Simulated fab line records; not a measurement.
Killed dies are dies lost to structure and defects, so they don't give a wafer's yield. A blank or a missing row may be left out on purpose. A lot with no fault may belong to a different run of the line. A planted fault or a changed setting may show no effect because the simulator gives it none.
fab line records	flow nand_harc
record lots=10	wafers=30	last_day=32
route steps=1302 shown A_CHANNEL_HOLE_D2@589 END@1302
lots with no fault: from the same line, run without faults
start_h: the number of hours between the record's first day and the start of the first shown wafer of the lot	wait_h: how many hours have passed since the lot's step before this one	" repeats the value in the row above	L1.1+2: one row covering several wafers at once	- no value present, or no start provided	* or withheld: withheld	< > ~ a bound
route shown NAME@n: names a module that has steps shown in the file, with the first one's number in the route	usual: mean/standard deviation of fault-free wafers	same: alike in all rows	chamber/n: place in a boat	sites: each site's reading	_std_site: standard deviation across them	_edge_site: the outer-site mean with the inner-site mean subtracted	radius_mm: how far each site lies from the wafer's centre	mask NAME#n: copy n	behind: the last tool/chamber to shape the wafer	hold: cause of the lot's hold/its duration in hours/its outcome	device: transistor that didn't switch, given as n, p or np	end of line: tests run on the same wafers once the route is complete	a step without rows: its recipe alone	killed: the dies lost at the first sort to structure and to defects; this is not the yield of the wafer	map: dies across one wafer; x = killed, . = not, _ = none there
set.NAME: the setting as run; set.NAME@STEP: as run at that earlier step	model.NAME: the simulator's own value behind a step, which no gauge read
steps of the route over a sample of lots; a table a step, a row a wafer
services: a tool's chamber out of use, with start hour (start_h, from the record's first day; less than 0 if before it), hours out, and reason
## steps
# step NHARC_A_CHANNEL_HOLE_D2_ETCH_16
# recipe target_depth_a=31000	over_etch_frac=0.3	time_s=806	ion_energy_ev=150	o2_flow_sccm=400	cos_flow_sccm=20	ar_flow_sccm=0	rf_w=500	bias_w=300	chemistry=O2/COS
# usual drypump_motor_current_A=5.8/0.43	oes_product_au=1.008/0.013	rf_vpp_V=314.3/2.3	showerhead_plenum_p_Torr=3.14/0.14	throttle_valve_pct=28.331/0.01
# same time_s=806
lot.wafer	tool	chamber	start_h	wait_h	drypump_motor_current_A	oes_product_au	rf_hours_counter_h	rf_vpp_V	showerhead_plenum_p_Torr	throttle_valve_pct
L666.1	rie_diel-09	1	-	-	6.1	1.000	7.5	312.2	3.10	28.323
L666.4	"	3	"	"	5.8	1.001	-	315.4	3.27	28.335
L666.5	"	1	"	"	6.1	1.000	-	314.0	3.10	28.317
L667.2	rie_diel-01	0	-	-	5.5	1.028	7.2	312.5	3.01	28.332
L667.4	"	1	"	"	5.7	1.009	7.1	316.0	3.28	28.313
L667.5	"	2	"	"	5.4	1.007	-	315.5	3.24	28.328
L668.1	rie_diel-09	2	-	-	6.3	1.017	0.3	310.2	2.99	28.310
L668.2	"	0	"	"	5.0	1.001	0.3	312.3	3.01	28.337
L668.6	"	2	"	"	6.3	1.007	-	310.8	2.99	28.335
L670.1	rie_diel-01	3	-	-	6.0	0.988	9.9	312.0	2.95	28.335
L670.2	"	0	"	"	5.5	1.026	8.1	312.8	3.01	28.324
L670.6	"	2	"	"	5.4	0.994	-	316.1	3.24	28.340
L679.2	rie_diel-01	3	-	-	6.0	1.022	3.1	312.4	2.95	28.334
L679.4	"	2	"	"	5.4	0.983	2.6	315.3	3.24	28.318
L679.5	"	3	"	"	6.0	1.024	-	312.2	2.95	28.346
L678.2	rie_diel-05	0	-	-	5.1	0.993	0.6	317.2	3.28	28.355
L678.6	"	1	"	"	6.2	1.002	-	315.7	3.14	28.323
L678.5	"	2	"	"	6.3	1.016	-	315.9	3.32	28.338
L681.4	rie_diel-05	3	-	-	6.3	1.015	2.1	315.9	3.29	28.335
L681.3	"	0	"	"	5.1	0.988	2.1	316.9	3.28	28.326
L681.2	"	1	"	"	6.3	1.006	1.7	314.5	3.14	28.323
L682.2	rie_diel-09	1	-	-	6.1	1.018	8.2	313.5	3.09	28.329
L682.4	"	3	"	"	5.8	1.001	7.6	318.4	3.26	28.308
L682.6	"	0	"	"	5.0	1.003	-	314.3	3.01	28.321
L683.2	rie_diel-01	3	-	-	6.0	1.011	5.3	311.9	2.95	28.345
L683.1	"	0	"	"	5.5	0.996	5.1	313.4	3.01	28.327
L683.5	"	0	"	"	5.5	0.987	-	314.1	3.01	28.333
L686.4	rie_diel-05	1	-	-	6.3	1.032	5.0	315.3	3.14	28.334
L686.1	"	2	"	"	6.3	1.017	4.0	318.2	3.32	28.316
L686.6	"	2	"	"	6.3	1.018	-	317.0	3.32	28.343
# step NHARC_A_CHANNEL_HOLE_D2_ETCH_23
# recipe bias_v=5000	source_w=withheld	pressure_mtorr=20	time_s=819	ar_flow_sccm=375	c4f8_flow_sccm=89.3	o2_flow_sccm=35.7	temp_c=-20	target_depth_a=16000	chemistry=C4F8/O2/Ar
# usual drypump_motor_current_A=5.51/0.23	showerhead_plenum_p_Torr=3.69/0.089	temp_c=-19.99/0.11	throttle_valve_pct=32.155/0.0093
# same time_s=819
lot.wafer	tool	chamber	start_h	wait_h	drypump_motor_current_A	rf_hours_counter_h	showerhead_plenum_p_Torr	temp_c	throttle_valve_pct
L666.1	har_etch-02	0	316.54	0.5	5.75	357	3.60	-20.00	32.144
L666.4	"	1	"	"	5.08	-	3.72	-19.97	32.147
L666.5	"	0	"	"	5.77	-	3.60	-19.97	32.147
L667.2	har_etch-01	0	320.66	0.5	5.63	174	3.69	-20.13	32.149
L667.4	"	1	"	"	5.49	-	3.69	-20.02	32.146
L667.5	"	0	"	"	5.64	-	3.69	-20.03	32.149
L668.1	har_etch-02	1	333.47	0.5	5.08	383	3.72	-20.05	32.156
L668.2	"	0	"	"	5.78	368	3.59	-20.04	32.142
L668.6	"	0	"	"	5.78	-	3.59	-20.04	32.145
L670.1	har_etch-01	1	352.87	0.5	5.49	193	3.68	-19.99	32.161
L670.2	"	0	"	"	5.64	193	3.68	-19.88	32.144
L670.6	"	0	"	"	5.63	-	3.68	-20.01	32.140
L679.2	har_etch-01	1	444.47	0.5	5.49	250	3.65	-20.02	32.138
L679.4	"	1	"	"	5.50	-	3.65	-20.24	32.151
L679.5	"	0	"	"	5.66	-	3.65	-19.94	32.160
L678.2	har_etch-02	1	444.75	0.5	5.07	28	3.69	-19.90	32.142
L678.5	"	0	"	"	5.76	-	3.92	-19.91	32.163
L678.6	"	1	"	"	5.05	-	3.69	-19.98	32.167
L681.2	har_etch-02	0	460.77	0.5	5.76	39	3.91	-19.88	32.162
L681.3	"	1	"	"	5.05	-	3.69	-20.15	32.157
L681.4	"	0	"	"	5.77	-	3.91	-19.81	32.148
L682.2	har_etch-02	1	476.85	0.5	5.07	51	3.68	-20.17	32.147
L682.4	"	0	"	"	5.77	-	3.90	-19.99	32.163
L682.6	"	1	"	"	5.05	-	3.68	-20.10	32.160
L683.1	har_etch-01	0	480.42	0.5	5.65	277	3.63	-19.84	32.163
L683.2	"	1	"	"	5.48	277	3.63	-19.96	32.148
L683.5	"	1	"	"	5.47	-	3.63	-20.12	32.164
L686.1	har_etch-02	0	511.01	0.5	5.77	70	3.89	-20.08	32.144
L686.4	"	1	"	"	5.07	-	3.67	-20.00	32.158
L686.6	"	1	"	"	5.06	-	3.67	-20.00	32.158
# step NHARC_A_CHANNEL_HOLE_D2_ETCH_27
# recipe bias_v=400	source_w=2000	pressure_mtorr=25	time_s=90	ar_flow_sccm=375	c4f8_flow_sccm=41.7	o2_flow_sccm=83.3	temp_c=-20	target_depth_a=4000	chemistry=C4F8/O2/Ar
# usual drypump_motor_current_A=5.51/0.24	showerhead_plenum_p_Torr=3.73/0.091	temp_c=-20.00/0.097	throttle_valve_pct=27.620/0.0086
# same time_s=90
lot.wafer	tool	chamber	start_h	wait_h	drypump_motor_current_A	rf_hours_counter_h	showerhead_plenum_p_Torr	temp_c	throttle_valve_pct
L666.1	har_etch-02	0	319.09	0.2	5.76	359	3.64	-20.08	27.628
L666.4	"	1	"	"	5.07	-	3.76	-19.99	27.605
L666.5	"	0	"	"	5.77	-	3.64	-20.10	27.627
L667.2	har_etch-01	0	323.08	0.2	5.65	176	3.73	-20.06	27.618
L667.4	"	1	"	"	5.49	-	3.73	-19.90	27.608
L667.5	"	0	"	"	5.62	-	3.73	-20.09	27.630
L668.1	har_etch-02	1	335.99	0.2	5.07	386	3.76	-20.08	27.630
L668.2	"	0	"	"	5.78	371	3.63	-20.00	27.629
L668.6	"	0	"	"	5.77	-	3.63	-19.96	27.616
L670.1	har_etch-01	1	355.42	0.2	5.46	195	3.72	-19.80	27.619
L670.2	"	0	"	"	5.64	195	3.72	-20.06	27.621
L670.6	"	0	"	"	5.64	-	3.72	-20.06	27.628
L679.2	har_etch-01	1	446.92	0.2	5.50	253	3.68	-19.91	27.614
L679.4	"	1	"	"	5.49	-	3.68	-19.93	27.615
L679.5	"	0	"	"	5.66	-	3.68	-19.97	27.619
L678.2	har_etch-02	1	447.58	0.2	5.06	31	3.73	-19.90	27.604
L678.5	"	0	"	"	5.75	-	3.96	-20.05	27.642
L678.6	"	1	"	"	5.04	-	3.73	-19.94	27.602
L681.2	har_etch-02	0	463.22	0.2	5.77	42	3.96	-19.93	27.628
L681.3	"	1	"	"	5.05	-	3.72	-19.80	27.616
L681.4	"	0	"	"	5.76	-	3.96	-20.17	27.621
L682.2	har_etch-02	1	479.38	0.2	5.05	53	3.72	-20.02	27.626
L682.4	"	0	"	"	5.76	-	3.95	-20.09	27.625
L682.6	"	1	"	"	5.05	-	3.72	-19.92	27.609
L683.1	har_etch-01	0	482.96	0.2	5.65	279	3.67	-20.00	27.612
L683.2	"	1	"	"	5.47	279	3.67	-19.99	27.632
L683.5	"	1	"	"	5.48	-	3.67	-20.07	27.623
L686.1	har_etch-02	0	513.57	0.2	5.78	73	3.94	-19.95	27.616
L686.4	"	1	"	"	5.05	-	3.71	-19.88	27.616
L686.6	"	1	"	"	5.06	-	3.71	-19.94	27.622
# step NHARC_A_CHANNEL_HOLE_D2_ETCH_44
# recipe target_depth_a=1400	overetch_a=140	time_s=77	ion_energy_ev=100	cf4_flow_sccm=80	o2_flow_sccm=20	ar_flow_sccm=0	rf_w=300	bias_w=100	chemistry=CF4/O2
# usual drypump_motor_current_A=5.8/0.5	oes_f_703_au=1.000/0.0048	oes_o_777_au=1.000/0.005	oes_product_au=1.006/0.013	rf_vpp_V=198.0/1.4	showerhead_plenum_p_Torr=1.34/0.057	throttle_valve_pct=13.397/0.009
# same time_s=77
lot.wafer	tool	chamber	start_h	wait_h	drypump_motor_current_A	oes_f_703_au	oes_o_777_au	oes_product_au	rf_hours_counter_h	rf_vpp_V	showerhead_plenum_p_Torr	throttle_valve_pct
L666.1	rie_diel-05	2	319.88	0.1	6.2	0.999	1.000	1.009	3	199.7	1.42	13.403
L666.5	"	3	"	"	6.3	1.005	0.998	1.016	-	199.1	1.41	13.404
L666.4	"	2	"	"	6.3	0.989	1.001	1.008	-	198.2	1.42	13.390
L667.4	rie_diel-05	2	323.80	0.0	6.3	1.005	0.996	0.993	3	200.3	1.42	13.401
L667.2	"	1	"	"	6.3	1.004	1.010	1.030	3	200.2	1.35	13.411
L667.5	"	3	"	"	6.3	1.000	1.002	1.016	-	199.6	1.41	13.398
L668.1	rie_diel-09	0	336.74	0.0	5.0	1.006	0.995	1.004	1	197.8	1.28	13.402
L668.2	"	2	"	"	6.3	1.007	0.996	1.008	1	197.2	1.28	13.402
L668.6	"	0	"	"	5.0	1.002	1.002	1.007	-	196.7	1.28	13.394
L670.1	rie_diel-09	0	356.17	0.1	4.9	0.996	1.005	1.005	1	197.9	1.29	13.395
L670.2	"	2	"	"	6.3	1.006	0.998	0.999	1	196.6	1.28	13.383
L670.6	"	3	"	"	5.7	1.008	0.993	0.991	-	199.2	1.40	13.417
L679.4	rie_diel-01	0	447.65	0.1	5.5	1.001	0.994	0.998	4	197.3	1.28	13.400
L679.2	"	1	"	"	5.7	1.001	1.000	1.010	3	200.0	1.40	13.399
L679.5	"	3	"	"	6.0	0.995	1.007	1.033	-	196.3	1.26	13.393
L678.2	rie_diel-09	2	448.30	0.1	6.3	1.001	1.002	1.004	6	196.7	1.28	13.400
L678.5	"	1	"	"	6.1	1.003	1.004	1.027	-	196.8	1.32	13.404
L678.6	"	2	"	"	6.3	0.991	0.996	1.002	-	197.8	1.28	13.410
L681.3	rie_diel-09	1	463.94	0.1	6.1	0.990	1.000	1.016	8	196.9	1.32	13.416
L681.2	"	3	"	"	5.8	1.000	0.993	1.007	7	198.4	1.40	13.378
L681.4	"	0	"	"	5.0	1.000	0.997	0.990	7	197.2	1.28	13.404
L682.4	rie_diel-09	0	480.12	0.1	4.9	1.002	1.009	1.001	8	196.1	1.28	13.401
L682.2	"	3	"	"	5.8	1.000	0.999	1.000	8	198.1	1.40	13.400
L682.6	"	1	"	"	6.1	1.004	0.997	1.019	-	198.2	1.32	13.391
L683.1	rie_diel-09	3	483.72	0.1	5.8	1.007	0.999	1.004	8	198.9	1.40	13.409
L683.2	"	0	"	"	4.9	0.994	0.998	1.003	9	198.3	1.28	13.386
L683.5	"	2	"	"	6.3	1.002	0.997	1.001	-	196.0	1.27	13.393
L686.1	rie_diel-09	0	514.35	0.1	4.9	1.003	1.008	1.006	0	197.6	1.28	13.407
L686.4	"	3	"	"	5.8	0.998	0.992	0.972	0	200.1	1.40	13.399
L686.6	"	1	"	"	6.1	1.002	1.007	0.981	-	198.2	1.32	13.396
# step NHARC_A_CHANNEL_HOLE_D2_INSPECT_40
# usual raw_defect_count=289/93
lot.wafer	tool	chamber	start_h	wait_h	raw_defect_count
L666.1	defect_inspect-01	-	320.96	-	377
L666.4	"	-	"	"	246
L666.5	"	-	"	"	293
L667.2	defect_inspect-02	-	324.78	-	252
L667.4	"	-	"	"	241
L667.5	"	-	"	"	253
L668.1	defect_inspect-01	-	337.71	-	377
L668.2	"	-	"	"	262
L668.6	"	-	"	"	341
L670.1	defect_inspect-02	-	357.15	-	632
L670.2	"	-	"	"	894
L670.6	"	-	"	"	395
L679.2	defect_inspect-01	-	448.62	-	395
L679.4	"	-	"	"	414
L679.5	"	-	"	"	327
L678.2	defect_inspect-02	-	449.27	-	332
L678.5	"	-	"	"	285
L678.6	"	-	"	"	347
L681.2	defect_inspect-01	-	464.97	-	169
L681.3	"	-	"	"	265
L681.4	"	-	"	"	197
L682.2	defect_inspect-02	-	481.10	-	220
L682.4	"	-	"	"	235
L682.6	"	-	"	"	290
L683.1	defect_inspect-01	-	484.76	-	252
L683.2	"	-	"	"	379
L683.5	"	-	"	"	364
L686.1	defect_inspect-02	-	515.33	-	295
L686.4	"	-	"	"	292
L686.6	"	-	"	"	432
# step NHARC_END_SORT_01
# recipe temp_c=25
# usual killed_at_array=56/19	killed_at_other=0.6/1	killed_at_periphery=3.9/2.7	killed_dies=61/19	killed_open=3.3/1.9	killed_short=2.4/1.7
# same gross_dies=677
lot.wafer	tool	chamber	start_h	wait_h	killed_at_array	killed_at_other	killed_at_periphery	killed_dies	killed_open	killed_short
L670.1	prober-02	0	645.79	2.5	51	0	1	52	2	4
L670.2	prober-02	0	646.59	2.8	104	0	2	106	4	3
L670.6	prober-02	0	649.81	4.0	64	0	0	64	2	4
L678.5	prober-01	0	728.16	3.7	79	1	2	82	3	1
# killed by level:class
L670.1 A_SLIT:chamber_film_flake=24 A_CHANNEL_HOLE_D2:chamber_film_flake=13 A_STAIRCASE:chamber_film_flake=5 A_CHANNEL_HOLE_D1:chamber_film_flake=2 A_CONTACT:chamber_film_flake=2 P_STI:geometric_particle:short=1 A_ONON_D2:geometric_particle:short=1 A_CHANNEL_FILL_D2:geometric_particle:short=1
L670.2 A_CHANNEL_HOLE_D2:unspecified=44 A_SLIT:chamber_film_flake=39 A_CHANNEL_HOLE_D2:chamber_film_flake=7 A_ONON_D2:geometric_particle:open=3 A_CONTACT:chamber_film_flake=3 A_SOURCE_PLATE:geometric_particle:short=1 A_CHANNEL_HOLE_D1:geometric_particle:open=1 A_ONON_D2:geometric_particle:short=1
L670.6 A_SLIT:chamber_film_flake=34 A_CHANNEL_HOLE_D2:chamber_film_flake=12 A_CHANNEL_HOLE_D1:chamber_film_flake=6 A_CONTACT:chamber_film_flake=5 A_M0:geometric_particle:open=2 A_SOURCE_PLATE:geometric_particle:short=1 A_ONON_D1:geometric_particle:short=1 A_CHANNEL_HOLE_D1:geometric_particle:short=1
L678.5 A_CHANNEL_HOLE_D1:chamber_film_flake=38 A_SLIT:chamber_film_flake=27 A_CONTACT:chamber_film_flake=7 A_WL_FILL:chamber_film_flake=2 P_M2:geometric_particle:open=1 A_DECK1_JOINT:geometric_particle:short=1 A_ONON_D2:geometric_particle:open=1 A_CHANNEL_HOLE_D2:geometric_particle:open=1
## services
tool	chamber	start_h	hours	kind
rie_diel-09	3	289.91	5.8	repair
rie_diel-05	0	292.45	5.7	repair
rie_diel-09	0	299.13	-	clean
rie_diel-09	1	299.13	-	clean
rie_diel-09	2	299.13	-	clean
rie_diel-09	3	299.13	-	clean
rie_diel-09	0	309.76	4.6	repair
rie_diel-05	0	309.99	12.3	repair
rie_diel-09	-	320.11	9.0	pm
rie_diel-09	0	320.11	9.0	vent_cycle
rie_diel-09	1	320.11	9.0	vent_cycle
rie_diel-09	2	320.11	9.0	vent_cycle
har_etch-02	-	377.00	17.0	pm
har_etch-02	0	377.00	17.0	vent_cycle
har_etch-02	1	377.00	17.0	vent_cycle
rie_diel-01	-	380.82	9.0	pm
har_etch-02	0	394.00	-	clean
har_etch-02	0	394.00	-	consumable_replace:showerhead
har_etch-02	1	394.00	-	clean
har_etch-02	1	394.00	-	consumable_replace:esc
har_etch-02	1	394.00	-	consumable_replace:focus_ring
rie_diel-05	-	406.62	9.0	pm
rie_diel-05	3	482.70	7.7	repair
rie_diel-09	-	497.11	9.0	pm
## key
first_sign step=NHARC_A_CHANNEL_HOLE_D2_INSPECT_40	reading=raw_defect_count	direction=up	sigmas=6.5	usual=289	struck=894
effect step=NHARC_END_SORT_01	reading=killed_at_array	direction=up	sigmas=2.5	usual=56	struck=104
more_kills_born_at NHARC_A_CHANNEL_HOLE_D2_ETCH_44@rie_diel-09=44
met_at NHARC_A_CHANNEL_HOLE_D2_ETCH_44
struck_lots L670
struck_wafers L670.2
tester_left_out L670
not_acting_at NHARC_A_CHANNEL_HOLE_D2_ETCH_16,NHARC_A_CHANNEL_HOLE_D2_ETCH_23,NHARC_A_CHANNEL_HOLE_D2_ETCH_27
onset_between 336.74 356.17
fault kind=chamber_particle_source	tool=rie_diel-09	chamber=2	onset_h=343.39	steps=NHARC_A_CHANNEL_HOLE_D2_ETCH_44	rate_per_visit_cm2=0.43766	end_h=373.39
# tester_left_out: of these lots the tester's yield and bins aren't shown, on N5 and GAA mostly nor the transistor test; their killed dies are dies lost to structure and defects alone, not to doping, threshold or leakage, so they don't give the yield
